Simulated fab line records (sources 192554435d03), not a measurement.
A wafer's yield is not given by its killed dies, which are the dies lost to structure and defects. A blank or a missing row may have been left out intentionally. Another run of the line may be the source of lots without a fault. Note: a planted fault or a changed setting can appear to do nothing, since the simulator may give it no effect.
Which tool did it? | flow n5Finfet | 72 wafers from 24 lots sampled at 6 of the route's 1938 steps

WHAT THE GAUGES SHOWED, per wafer
N5_DUMMY_GATE_INSPECT_27: inspects for defects (brightfield). Usual: rawDefectCount reads 279 (standard deviation 73).
lot  | measured    | on               | rawDefectCount | flag
L074 | day 3 03:38 | defectInspect-01 | 340 253 211    | 
L075 | day 3 10:20 | defectInspect-01 | 310 233 266    | 
L076 | day 3 12:57 | defectInspect-02 | 360 381 270    | 
L077 | day 3 23:10 | defectInspect-01 | 326 267 345    | 
L078 | day 4 01:42 | defectInspect-01 | 337 210 219    | 
L079 | day 4 09:49 | defectInspect-01 | 250 264 187    | 
L080 | day 4 10:56 | defectInspect-01 | 330 551 555    | 
L081 | day 4 18:29 | defectInspect-01 | 217 254 288    | 
L082 | day 4 23:59 | defectInspect-02 | 197 252 273    | 
L083 | day 5 07:25 | defectInspect-02 | 316 411 436    | 
L084 | day 5 15:49 | defectInspect-02 | 278 222 202    | 
L085 | day 5 19:37 | defectInspect-02 | 272 278 254    | 
L086 | day 6 06:46 | defectInspect-02 | 193 281 219    | 
L087 | day 6 07:03 | defectInspect-02 | 387 371 298    | 
L088 | day 6 17:26 | defectInspect-02 | 348 321 265    | 
L089 | day 6 23:25 | defectInspect-02 | 268 185 300    | 
L091 | day 7 07:24 | defectInspect-01 | 293 297 278    | 
L090 | day 7 11:12 | defectInspect-02 | 284 259 241    | 
L092 | day 7 14:55 | defectInspect-02 | 414 340 314    | 
L093 | day 7 17:46 | defectInspect-02 | 178 199 207    | 
L094 | day 8 03:09 | defectInspect-02 | 255 264 229    | 
L095 | day 8 05:46 | defectInspect-02 | 223 303 453    | 
L096 | day 8 14:42 | defectInspect-01 | 339 266 330    | 
L097 | day 8 19:16 | defectInspect-01 | 230 216 269    | 

N5_SD_EPI_N_EPI_MEAS_23. Usual: thkNm reads 58.9 nm (standard deviation 1.1).
lot  | measured    | on           | thkNm (nm)     | flag
L074 | day 3 09:08 | filmMetro-01 | 59.1 58.2 57.8 | 
L075 | day 3 15:34 | filmMetro-01 | 59.4 58.2 57.3 | 
L076 | day 3 17:19 | filmMetro-01 | 61.0 59.7 58.7 | 
L077 | day 4 04:26 | filmMetro-02 | 58.3 61.3 62.1 | 
L078 | day 4 06:04 | filmMetro-02 | 59.2 58.6 57.5 | 
L079 | day 4 15:02 | filmMetro-01 | 59.2 59.3 57.5 | 
L080 | day 4 16:09 | filmMetro-01 | 59.0 59.6 58.6 | 
L081 | day 4 22:52 | filmMetro-02 | 58.4 56.3 59.8 | 
L082 | day 5 05:24 | filmMetro-02 | 59.1 60.1 59.2 | 
L083 | day 5 13:02 | filmMetro-02 | 56.5 57.8 58.4 | 
L084 | day 5 21:02 | filmMetro-01 | 59.7 59.2 59.6 | 
L085 | day 6 00:00 | filmMetro-02 | 58.4 57.4 57.7 | 
L086 | day 6 11:08 | filmMetro-01 | 58.0 61.1 57.9 | 
L087 | day 6 11:50 | filmMetro-01 | 57.6 58.1 58.0 | 
L088 | day 6 21:57 | filmMetro-02 | 58.3 57.7 56.2 | 
L089 | day 7 03:54 | filmMetro-02 | 60.8 59.7 58.6 | 
L091 | day 7 11:55 | filmMetro-02 | 58.7 58.1 59.9 | 
L090 | day 7 15:34 | filmMetro-01 | 59.7 59.0 58.2 | 
L092 | day 7 20:30 | filmMetro-02 | 59.1 59.3 60.3 | 
L093 | day 7 22:47 | filmMetro-02 | 58.6 61.3 61.3 | 
L094 | day 8 07:31 | filmMetro-01 | 58.3 60.5 60.9 | 
L095 | day 8 10:15 | filmMetro-02 | 59.2 60.4 59.6 | 
L096 | day 8 19:22 | filmMetro-01 | 58.7 58.1 59.0 | 
L097 | day 8 23:40 | filmMetro-02 | 58.5 58.8 59.6 | 

N5_ILD0_THK_MEAS_08. Usual: thkNm reads 139.1 nm (standard deviation 1.1).
lot  | measured    | on           | thkNm (nm)        | flag
L074 | day 3 18:40 | filmMetro-02 | 140.2 140.5 141.7 | 
L075 | day 4 01:49 | filmMetro-01 | 139.4 140.2 139.0 | 
L076 | day 4 02:07 | filmMetro-01 | 138.6 139.1 138.2 | 
L077 | day 4 13:55 | filmMetro-02 | 140.3 138.5 138.7 | 
L078 | day 4 15:02 | filmMetro-02 | 139.5 140.8 138.0 | 
L079 | day 5 01:10 | filmMetro-01 | 139.0 139.5 139.5 | 
L080 | day 5 01:36 | filmMetro-01 | 138.2 138.2 139.9 | 
L081 | day 5 07:46 | filmMetro-02 | 141.3 141.6 139.8 | 
L082 | day 5 14:15 | filmMetro-01 | 139.2 139.4 140.5 | 
L083 | day 5 21:34 | filmMetro-01 | 139.8 139.2 139.4 | 
L084 | day 6 06:31 | filmMetro-02 | 138.8 137.2 139.2 | 
L085 | day 6 08:44 | filmMetro-01 | 139.5 139.6 139.6 | 
L086 | day 6 19:59 | filmMetro-01 | 138.7 137.4 139.0 | 
L087 | day 6 20:36 | filmMetro-02 | 139.6 139.9 140.3 | 
L088 | day 7 06:23 | filmMetro-01 | 138.9 140.7 140.5 | 
L089 | day 7 13:49 | filmMetro-02 | 140.2 140.4 137.8 | 
L091 | day 7 22:23 | filmMetro-01 | 138.0 137.3 140.1 | 
L090 | day 8 03:02 | filmMetro-01 | 136.0 138.9 139.5 | 
L092 | day 8 06:41 | filmMetro-02 | 138.8 138.9 140.3 | 
L093 | day 8 08:15 | filmMetro-02 | 138.5 138.9 137.8 | 
L094 | day 8 16:54 | filmMetro-01 | 138.3 139.1 137.8 | 
L095 | day 8 20:17 | filmMetro-02 | 138.7 136.4 138.7 | 
L096 | day 9 04:39 | filmMetro-02 | 138.5 140.0 139.7 | 
L097 | day 9 08:37 | filmMetro-01 | 139.2 139.4 139.5 | 

EACH LOT AND THE TOOL THAT RAN IT (in order: tool; ch and the chambers of the sampled wafers; start)
lot  | N5_DUMMY_GATE_ETCH_37            | N5_SD_EPI_P_DESCUM_14            | N5_SD_ACTIVATION_LSA_01
L074 | rieDiel-02 ch 0,2,3, day 3 02:31 | rieDiel-02 ch 1,2,3, day 3 10:11 | laserAnneal-01 ch 0, day 3 15:06
L075 | rieDiel-02 ch 1,3, day 3 09:20   | rieDiel-06 ch 2,3, day 3 17:26   | laserAnneal-02 ch 0, day 3 22:17
L076 | rieDiel-01 ch 0,2,3, day 3 11:44 | rieDiel-01 ch 0,1,3, day 3 18:25 | laserAnneal-01 ch 0, day 3 22:37
L077 | rieDiel-01 ch 1,2, day 3 22:10   | rieDiel-02 ch 0,3, day 4 05:32   | laserAnneal-02 ch 0, day 4 10:25
L078 | rieDiel-06 ch 2,3, day 4 00:42   | rieDiel-06 ch 1,3, day 4 07:31   | laserAnneal-01 ch 0, day 4 11:28
L079 | rieDiel-01 ch 0,1, day 4 08:26   | rieDiel-01 ch 2,3, day 4 15:57   | laserAnneal-02 ch 0, day 4 20:47
L080 | rieDiel-01 ch 0,1,3, day 4 09:54 | rieDiel-06 ch 1,2,3, day 4 17:25 | laserAnneal-01 ch 0, day 4 21:22
L081 | rieDiel-06 ch 2,3, day 4 17:17   | rieDiel-01 ch 1,2,3, day 5 00:16 | laserAnneal-01 ch 0, day 5 04:16
L082 | rieDiel-06 ch 0,2,3, day 4 22:59 | rieDiel-06 ch 0,1,3, day 5 06:27 | laserAnneal-01 ch 0, day 5 10:43
L083 | rieDiel-02 ch 0,1, day 5 06:07   | rieDiel-01 ch 0,1,3, day 5 14:05 | laserAnneal-02 ch 0, day 5 18:02
L084 | rieDiel-02 ch 0,1,2, day 5 14:49 | rieDiel-02 ch 0,1,2, day 5 22:09 | laserAnneal-01 ch 0, day 6 02:58
L085 | rieDiel-02 ch 0,1, day 5 18:33   | rieDiel-01 ch 1,2,3, day 6 01:13 | laserAnneal-02 ch 0, day 6 05:12
L086 | rieDiel-02 ch 0,1,3, day 6 05:31 | rieDiel-01 ch 1,2,3, day 6 12:14 | laserAnneal-01 ch 0, day 6 16:26
L087 | rieDiel-01 ch 0,1,3, day 6 05:35 | rieDiel-01 ch 2,3, day 6 12:54   | laserAnneal-02 ch 0, day 6 17:01
L088 | rieDiel-01 ch 0,1,3, day 6 16:21 | rieDiel-06 ch 0,2,3, day 6 22:52 | laserAnneal-01 ch 0, day 7 02:49
L089 | rieDiel-02 ch 1,3, day 6 22:11   | rieDiel-01 ch 1,2, day 7 05:22   | laserAnneal-02 ch 0, day 7 10:08
L091 | rieDiel-06 ch 0,2,3, day 7 06:22 | rieDiel-01 ch 0,1,2, day 7 13:03 | laserAnneal-01 ch 0, day 7 18:04
L090 | rieDiel-02 ch 1,2, day 7 10:01   | rieDiel-01 ch 1,2,3, day 7 16:42 | laserAnneal-02 ch 0, day 7 22:46
L092 | rieDiel-01 ch 0,1,2, day 7 13:52 | rieDiel-06 ch 1,3, day 7 21:37   | laserAnneal-01 ch 0, day 8 02:55
L093 | rieDiel-06 ch 2,3, day 7 16:44   | rieDiel-02 ch 0,3, day 7 23:49   | laserAnneal-02 ch 0, day 8 04:22
L094 | rieDiel-01 ch 1,2,3, day 8 02:08 | rieDiel-01 ch 0,3, day 8 08:33   | laserAnneal-02 ch 0, day 8 12:51
L095 | rieDiel-02 ch 0,1,2, day 8 04:38 | rieDiel-06 ch 0,1,3, day 8 11:58 | laserAnneal-02 ch 0, day 8 16:07
L096 | rieDiel-01 ch 2,3, day 8 13:41   | rieDiel-01 ch 1,2,3, day 8 20:37 | laserAnneal-02 ch 0, day 9 00:56
L097 | rieDiel-06 ch 0,1,3, day 8 18:16 | rieDiel-06 ch 1,2,3, day 9 00:59 | laserAnneal-02 ch 0, day 9 04:56
- N5_DUMMY_GATE_ETCH_37: etches SOC in N2/H2, target depth 60 nm, overetch 30 nm.
- N5_SD_EPI_P_DESCUM_14: chemistry O2, time 7.9 s.
- N5_SD_ACTIVATION_LSA_01: time 0.0008 s.

WHAT THE TOOLS THEMSELVES READ (means of the sampled wafers that have a number; where no wafer has one, the mark that the record gives instead)
N5_DUMMY_GATE_ETCH_37. Usual: drypumpMotorCurrentA 6.0 A, standard deviation 0.47; oesProductAu 0.60 a.u., standard deviation 0.035; rfVppV 522.9 V, standard deviation 2.8; showerheadPlenumPTorr 2.50 Torr, standard deviation 0.097; tempC 39.99 C, standard deviation 0.11; throttleValvePct 17.93 %, standard deviation 0.24.
lot  | tool       | drypumpMotorCurrentA (A) | oesProductAu (a.u.) | rfVppV (V) | showerheadPlenumPTorr (Torr) | tempC (C) | throttleValvePct (%) | flag
L074 | rieDiel-02 | 6.6                      | 0.61                | 520.4      | 2.40                         | 40.15     | 17.89                | 
L075 | rieDiel-02 | 6.0                      | 0.61                | 522.8      | 2.51                         | 40.03     | 18.05                | 
L076 | rieDiel-01 | 5.9                      | 0.61                | 523.6      | 2.55                         | 40.02     | 17.94                | 
L077 | rieDiel-01 | 5.5                      | 0.60                | 524.2      | 2.55                         | 39.87     | 18.07                | 
L078 | rieDiel-06 | 6.3                      | 0.59                | 522.9      | 2.50                         | 39.94     | 18.00                | 
L079 | rieDiel-01 | 5.7                      | 0.58                | 523.4      | 2.53                         | 40.07     | 18.21                | 
L080 | rieDiel-01 | 5.9                      | 0.58                | 523.4      | 2.53                         | 40.00     | 18.10                | 
L081 | rieDiel-06 | 6.3                      | 0.59                | 522.4      | 2.50                         | 39.85     | 18.01                | 
L082 | rieDiel-06 | 6.1                      | 0.58                | 522.5      | 2.53                         | 40.09     | 17.89                | 
L083 | rieDiel-02 | 5.9                      | 0.60                | 525.2      | 2.56                         | 39.99     | 17.69                | 
L084 | rieDiel-02 | 6.3                      | 0.61                | 521.2      | 2.47                         | 40.01     | 17.74                | 
L085 | rieDiel-02 | 6.4                      | 0.58                | 522.6      | 2.47                         | 40.00     | 17.67                | 
L086 | rieDiel-02 | 6.2                      | 0.59                | 522.3      | 2.49                         | 40.06     | 17.88                | 
L087 | rieDiel-01 | 5.9                      | 0.57                | 524.4      | 2.53                         | 39.97     | 18.13                | 
L088 | rieDiel-01 | 5.9                      | 0.57                | 523.6      | 2.52                         | 40.01     | 18.13                | 
L089 | rieDiel-02 | 5.7                      | 0.60                | 525.0      | 2.58                         | 39.93     | 17.90                | 
L091 | rieDiel-06 | 6.1                      | 0.57                | 522.6      | 2.52                         | 40.04     | 17.93                | 
L090 | rieDiel-02 | 5.9                      | 0.62                | 523.8      | 2.55                         | 39.97     | 17.79                | 
L092 | rieDiel-01 | 5.6                      | 0.59                | 524.1      | 2.54                         | 40.09     | 18.10                | 
L093 | rieDiel-06 | 6.3                      | 0.57                | 522.0      | 2.49                         | 39.86     | 18.05                | 
L094 | rieDiel-01 | 5.8                      | 0.58                | 522.9      | 2.54                         | 39.95     | 18.03                | 
L095 | rieDiel-02 | 6.3                      | 0.66                | 525.1      | 2.57                         | 40.01     | 17.64                | 
L096 | rieDiel-01 | 5.7                      | 0.59                | 524.1      | 2.55                         | 39.96     | 17.89                | 
L097 | rieDiel-06 | 6.2                      | 0.58                | 520.6      | 2.43                         | 39.99     | 17.85                | 

N5_SD_EPI_P_DESCUM_14. Usual: drypumpMotorCurrentA 6.0 A, standard deviation 0.44; oesProductAu 0.75 a.u., standard deviation 0.049; rfVppV 242.6 V, standard deviation 1.5; showerheadPlenumPTorr 2.07 Torr, standard deviation 0.076; tempC 40.01 C, standard deviation 0.11; throttleValvePct 20.57 %, standard deviation 0.21.
lot  | tool       | drypumpMotorCurrentA (A) | oesProductAu (a.u.) | rfVppV (V) | showerheadPlenumPTorr (Torr) | tempC (C) | throttleValvePct (%) | flag
L074 | rieDiel-02 | 6.1                      | 0.78                | 242.6      | 2.06                         | 40.06     | 20.58                | 
L075 | rieDiel-06 | 6.0                      | 0.75                | 242.3      | 2.12                         | 39.97     | 20.49                | 
L076 | rieDiel-01 | 5.9                      | 0.74                | 242.8      | 2.08                         | 39.98     | 20.73                | 
L077 | rieDiel-02 | 6.5                      | 0.73                | 241.5      | 2.00                         | 40.06     | 20.51                | 
L078 | rieDiel-06 | 6.4                      | 0.76                | 240.7      | 1.98                         | 39.96     | 20.44                | 
L079 | rieDiel-01 | 5.7                      | 0.78                | 243.0      | 2.12                         | 40.01     | 20.46                | 
L080 | rieDiel-06 | 6.1                      | 0.77                | 242.0      | 2.04                         | 39.98     | 20.43                | 
L081 | rieDiel-01 | 5.7                      | 0.75                | 243.2      | 2.10                         | 39.97     | 20.63                | 
L082 | rieDiel-06 | 6.2                      | 0.75                | 241.6      | 2.00                         | 40.05     | 20.41                | 
L083 | rieDiel-01 | 5.9                      | 0.73                | 242.3      | 2.08                         | 40.01     | 20.74                | 
L084 | rieDiel-02 | 6.3                      | 0.76                | 241.9      | 2.05                         | 40.03     | 20.42                | 
L085 | rieDiel-01 | 5.7                      | 0.74                | 243.1      | 2.10                         | 40.01     | 20.64                | 
L086 | rieDiel-01 | 5.8                      | 0.74                | 242.9      | 2.10                         | 39.92     | 20.65                | 
L087 | rieDiel-01 | 6.0                      | 0.74                | 243.4      | 2.09                         | 40.02     | 20.50                | 
L088 | rieDiel-06 | 6.1                      | 0.72                | 242.7      | 2.08                         | 40.06     | 20.53                | 
L089 | rieDiel-01 | 5.4                      | 0.76                | 243.1      | 2.11                         | 40.00     | 20.66                | 
L091 | rieDiel-01 | 5.6                      | 0.74                | 243.0      | 2.09                         | 40.09     | 20.76                | 
L090 | rieDiel-01 | 5.7                      | 0.73                | 243.2      | 2.09                         | 39.95     | 20.66                | 
L092 | rieDiel-06 | 6.4                      | 0.74                | 241.1      | 1.97                         | 40.03     | 20.48                | 
L093 | rieDiel-02 | 6.4                      | 0.80                | 243.2      | 2.08                         | 39.91     | 20.62                | 
L094 | rieDiel-01 | 6.0                      | 0.72                | 243.2      | 2.07                         | 39.92     | 20.71                | 
L095 | rieDiel-06 | 6.2                      | 0.72                | 241.3      | 1.99                         | 40.03     | 20.45                | 
L096 | rieDiel-01 | 5.8                      | 0.72                | 244.1      | 2.09                         | 40.05     | 20.67                | 
L097 | rieDiel-06 | 6.1                      | 0.74                | 241.0      | 2.03                         | 39.81     | 20.48                | 

N5_SD_ACTIVATION_LSA_01. Usual: wafer_temp_C_max reads 1082.9 (standard deviation 0.62).
lot  | tool           | wafer_temp_C_max | flag
L074 | laserAnneal-01 | 1083.2           | 
L075 | laserAnneal-02 | 1084.0           | 
L076 | laserAnneal-01 | 1082.8           | 
L077 | laserAnneal-02 | 1082.9           | 
L078 | laserAnneal-01 | 1082.7           | 
L079 | laserAnneal-02 | 1083.1           | 
L080 | laserAnneal-01 | 1082.7           | 
L081 | laserAnneal-01 | 1083.0           | 
L082 | laserAnneal-01 | 1082.6           | 
L083 | laserAnneal-02 | 1082.3           | 
L084 | laserAnneal-01 | 1082.9           | 
L085 | laserAnneal-02 | 1083.3           | 
L086 | laserAnneal-01 | 1082.3           | 
L087 | laserAnneal-02 | 1082.8           | 
L088 | laserAnneal-01 | 1083.0           | 
L089 | laserAnneal-02 | 1083.3           | 
L091 | laserAnneal-01 | 1083.7           | 
L090 | laserAnneal-02 | 1082.4           | 
L092 | laserAnneal-01 | 1082.7           | 
L093 | laserAnneal-02 | 1082.9           | 
L094 | laserAnneal-02 | 1083.2           | 
L095 | laserAnneal-02 | 1082.7           | 
L096 | laserAnneal-02 | 1083.6           | 
L097 | laserAnneal-02 | 1083.1           | 

THE ANSWER, worked out from the rows above alone
Rule: take the mean of a lot's wafers that have a number; if it is more than 3 standard deviations from the usual mean, the lot is off. A lot without any number at a reading at which 4 lots or more have one is off too. All remaining lots with rows at the step are treated as sound. First the gauges in route order, then the tools' own readings, where a lot's mean is used as printed above. At the first step where some lot is off, the reading lying furthest off is the one used; lots without a number count as furthest.
Nothing can be told from this: no lot is off at any reading shown.

WHAT HAD BEEN PUT IN BY THE SIMULATOR
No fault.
